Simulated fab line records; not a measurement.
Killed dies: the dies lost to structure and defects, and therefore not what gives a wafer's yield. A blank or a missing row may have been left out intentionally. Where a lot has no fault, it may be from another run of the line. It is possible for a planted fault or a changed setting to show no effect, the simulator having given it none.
Lot-split experiment / flow n5Finfet / on a route of 1938 steps: 7 lots, 39 wafers read

== THE SPLIT ITSELF ==
At N5_BEOL_M5_HM_DEP_02 (deposits TiN, target thk 20 nm), the setting targetThkA was moved away from the recipe's 200 angstrom on 15 of the 39 wafers read, by -48.3% to +23.8%. The other wafers ran this setting at the recipe's value.

== FROM THE SPLIT TO THE READING: what the file shows between them, 4 steps ==
- N5_BEOL_M5_COAT_59: time 60 s, resist thk 60 nm
- N5_BEOL_M5_COAT_60: time 60 s, resist thk 12 nm
- N5_BEOL_M5_STRIP_73: strips in N2/H2
- N5_BEOL_M5_STRIP_64: strips in CF4

== THE READING ==
etch.depthNm (the simulator's own value, which no gauge read), in nm, at N5_BEOL_M5_HM_OPEN_17 (chemistry Cl2/BCl3, target TiN, target depth 20 nm, overetch 6 nm). There is no usual value for it anywhere in the file. The 24 wafers here that ran the recipe average 19.97 nm, standard deviation 0.19 nm.

wafer=L080.1; tool, chamber at the split=pvdSputter-03, -; targetThkA as run, angstrom=200; against the recipe=recipe; etch.depthNm, nm=19.96; against lot-mates on the recipe=-
wafer=L080.2; tool, chamber at the split=pvdSputter-03, -; targetThkA as run, angstrom=238.2; against the recipe=+19.1%; etch.depthNm, nm=23.83; against lot-mates on the recipe=+3.70
wafer=L080.3; tool, chamber at the split=pvdSputter-03, -; targetThkA as run, angstrom=200; against the recipe=recipe; etch.depthNm, nm=20.38; against lot-mates on the recipe=-
wafer=L080.4; tool, chamber at the split=pvdSputter-03, -; targetThkA as run, angstrom=200; against the recipe=recipe; etch.depthNm, nm=20.05; against lot-mates on the recipe=-
wafer=L080.5; tool, chamber at the split=pvdSputter-03, -; targetThkA as run, angstrom=238.2; against the recipe=+19.1%; etch.depthNm, nm=23.79; against lot-mates on the recipe=+3.66
wafer=L080.6; tool, chamber at the split=pvdSputter-03, -; targetThkA as run, angstrom=238.2; against the recipe=+19.1%; etch.depthNm, nm=23.81; against lot-mates on the recipe=+3.68
wafer=L081.1; tool, chamber at the split=pvdSputter-02, -; targetThkA as run, angstrom=200; against the recipe=recipe; etch.depthNm, nm=19.99; against lot-mates on the recipe=-
wafer=L081.4; tool, chamber at the split=pvdSputter-02, -; targetThkA as run, angstrom=200; against the recipe=recipe; etch.depthNm, nm=19.95; against lot-mates on the recipe=-
wafer=L081.6; tool, chamber at the split=pvdSputter-02, -; targetThkA as run, angstrom=200; against the recipe=recipe; etch.depthNm, nm=20.1; against lot-mates on the recipe=-
wafer=L079.1; tool, chamber at the split=pvdSputter-02, -; targetThkA as run, angstrom=200; against the recipe=recipe; etch.depthNm, nm=19.82; against lot-mates on the recipe=-
wafer=L079.2; tool, chamber at the split=pvdSputter-02, -; targetThkA as run, angstrom=103.4; against the recipe=-48.3%; etch.depthNm, nm=10.02; against lot-mates on the recipe=-9.88
wafer=L079.3; tool, chamber at the split=pvdSputter-02, -; targetThkA as run, angstrom=200; against the recipe=recipe; etch.depthNm, nm=19.94; against lot-mates on the recipe=-
wafer=L079.4; tool, chamber at the split=pvdSputter-02, -; targetThkA as run, angstrom=103.4; against the recipe=-48.3%; etch.depthNm, nm=10.39; against lot-mates on the recipe=-9.51
wafer=L079.5; tool, chamber at the split=pvdSputter-02, -; targetThkA as run, angstrom=200; against the recipe=recipe; etch.depthNm, nm=19.95; against lot-mates on the recipe=-
wafer=L079.6; tool, chamber at the split=pvdSputter-02, -; targetThkA as run, angstrom=103.4; against the recipe=-48.3%; etch.depthNm, nm=10.11; against lot-mates on the recipe=-9.79
wafer=L085.1; tool, chamber at the split=pvdSputter-02, -; targetThkA as run, angstrom=200; against the recipe=recipe; etch.depthNm, nm=20.07; against lot-mates on the recipe=-
wafer=L085.2; tool, chamber at the split=pvdSputter-02, -; targetThkA as run, angstrom=156.6; against the recipe=-21.7%; etch.depthNm, nm=15.77; against lot-mates on the recipe=-4.31
wafer=L085.3; tool, chamber at the split=pvdSputter-02, -; targetThkA as run, angstrom=156.6; against the recipe=-21.7%; etch.depthNm, nm=15.58; against lot-mates on the recipe=-4.50
wafer=L085.4; tool, chamber at the split=pvdSputter-02, -; targetThkA as run, angstrom=200; against the recipe=recipe; etch.depthNm, nm=20.09; against lot-mates on the recipe=-
wafer=L085.6; tool, chamber at the split=pvdSputter-02, -; targetThkA as run, angstrom=200; against the recipe=recipe; etch.depthNm, nm=20.09; against lot-mates on the recipe=-
wafer=L085.5; tool, chamber at the split=pvdSputter-02, -; targetThkA as run, angstrom=156.6; against the recipe=-21.7%; etch.depthNm, nm=15.59; against lot-mates on the recipe=-4.49
wafer=L088.1; tool, chamber at the split=pvdSputter-02, -; targetThkA as run, angstrom=200; against the recipe=recipe; etch.depthNm, nm=19.87; against lot-mates on the recipe=-
wafer=L088.2; tool, chamber at the split=pvdSputter-02, -; targetThkA as run, angstrom=200; against the recipe=recipe; etch.depthNm, nm=19.68; against lot-mates on the recipe=-
wafer=L088.3; tool, chamber at the split=pvdSputter-02, -; targetThkA as run, angstrom=200; against the recipe=recipe; etch.depthNm, nm=19.8; against lot-mates on the recipe=-
wafer=L088.4; tool, chamber at the split=pvdSputter-02, -; targetThkA as run, angstrom=200; against the recipe=recipe; etch.depthNm, nm=19.71; against lot-mates on the recipe=-
wafer=L088.5; tool, chamber at the split=pvdSputter-02, -; targetThkA as run, angstrom=200; against the recipe=recipe; etch.depthNm, nm=19.6; against lot-mates on the recipe=-
wafer=L088.6; tool, chamber at the split=pvdSputter-02, -; targetThkA as run, angstrom=200; against the recipe=recipe; etch.depthNm, nm=19.86; against lot-mates on the recipe=-
wafer=L091.1; tool, chamber at the split=pvdSputter-01, -; targetThkA as run, angstrom=247.6; against the recipe=+23.8%; etch.depthNm, nm=25.29; against lot-mates on the recipe=+5.15
wafer=L091.2; tool, chamber at the split=pvdSputter-01, -; targetThkA as run, angstrom=200; against the recipe=recipe; etch.depthNm, nm=20.43; against lot-mates on the recipe=-
wafer=L091.3; tool, chamber at the split=pvdSputter-01, -; targetThkA as run, angstrom=247.6; against the recipe=+23.8%; etch.depthNm, nm=24.82; against lot-mates on the recipe=+4.68
wafer=L091.4; tool, chamber at the split=pvdSputter-01, -; targetThkA as run, angstrom=247.6; against the recipe=+23.8%; etch.depthNm, nm=24.99; against lot-mates on the recipe=+4.85
wafer=L091.5; tool, chamber at the split=pvdSputter-01, -; targetThkA as run, angstrom=200; against the recipe=recipe; etch.depthNm, nm=19.86; against lot-mates on the recipe=-
wafer=L091.6; tool, chamber at the split=pvdSputter-01, -; targetThkA as run, angstrom=200; against the recipe=recipe; etch.depthNm, nm=20.14; against lot-mates on the recipe=-
wafer=L096.1; tool, chamber at the split=pvdSputter-01, -; targetThkA as run, angstrom=111.9; against the recipe=-44.0%; etch.depthNm, nm=11.02; against lot-mates on the recipe=-8.96
wafer=L096.2; tool, chamber at the split=pvdSputter-01, -; targetThkA as run, angstrom=111.9; against the recipe=-44.0%; etch.depthNm, nm=10.87; against lot-mates on the recipe=-9.11
wafer=L096.3; tool, chamber at the split=pvdSputter-01, -; targetThkA as run, angstrom=200; against the recipe=recipe; etch.depthNm, nm=20.07; against lot-mates on the recipe=-
wafer=L096.4; tool, chamber at the split=pvdSputter-01, -; targetThkA as run, angstrom=200; against the recipe=recipe; etch.depthNm, nm=19.98; against lot-mates on the recipe=-
wafer=L096.5; tool, chamber at the split=pvdSputter-01, -; targetThkA as run, angstrom=200; against the recipe=recipe; etch.depthNm, nm=19.89; against lot-mates on the recipe=-
wafer=L096.6; tool, chamber at the split=pvdSputter-01, -; targetThkA as run, angstrom=111.9; against the recipe=-44.0%; etch.depthNm, nm=11.22; against lot-mates on the recipe=-8.76

THE FIT
A straight line over all 39 wafers: etch.depthNm changes by +0.204 nm for each +1% of targetThkA; r = +1.00; the points scatter about the line by 0.19 nm.
The same after taking each lot's own level away (the mean of its wafers on the recipe; 39 wafers): +0.202 nm for each +1%; r = +1.00; scatter 0.14 nm.
According to that fit, moving targetThkA by its largest amount changes the reading by 9.8 nm.
The lots' own levels span 19.753 to 20.143 nm, that is 2.1 times the standard deviation above.
Hence the lot-to-lot level has little effect on the slope; both slopes agree.
Check: with one of the wafers moved furthest among these (-48.3%) left out of the fit, the line predicts -9.75 nm for it against its lot-mates. It came out at -9.88 nm against them.

== OTHER SPLITS ON THESE WAFERS ==
Note: prior to the reading, these wafers also went through further splits. Each is held against what the fit with the lots' levels taken away leaves over:
other split on the same wafers=N5_FIN_SAQP_PECVD_47 timeS; wafers away from the commonest value=15; r with etch.depthNm (lot level and that fit taken away)=+0.05
other split on the same wafers=N5_SDB_HM_DEP_00 timeS; wafers away from the commonest value=12; r with etch.depthNm (lot level and that fit taken away)=+0.22
other split on the same wafers=N5_BEOL_M0_SAQP_PECVD_03 timeS; wafers away from the commonest value=15; r with etch.depthNm (lot level and that fit taken away)=+0.05
other split on the same wafers=N5_BEOL_M0_TRENCH_ETCH_107 targetDepthA; wafers away from the commonest value=18; r with etch.depthNm (lot level and that fit taken away)=-0.18

== THE WHOLE CHAIN: every reading that the file lists as answering this split, in the file's order ==
step=N5_BEOL_M5_HM_DEP_02; what it does=deposits TiN, target thk 20 nm; reading=TiN_of_BEOL_M5_HM_DEP_02.thkNm (the simulator's own value, which no gauge read); change (the file's fit)=+0.201 nm for each +1% of the setting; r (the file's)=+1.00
step=N5_BEOL_M5_HM_OPEN_17; what it does=chemistry Cl2/BCl3, target TiN, target depth 20 nm, overetch 6 nm; reading=etch.depthNm (the simulator's own value, which no gauge read); change (the file's fit)=+0.202 nm for each +1% of the setting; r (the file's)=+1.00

== FILE'S OWN FIT ==
etch.depthNm changes by +0.202 nm for each +1% of targetThkA, r = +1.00.
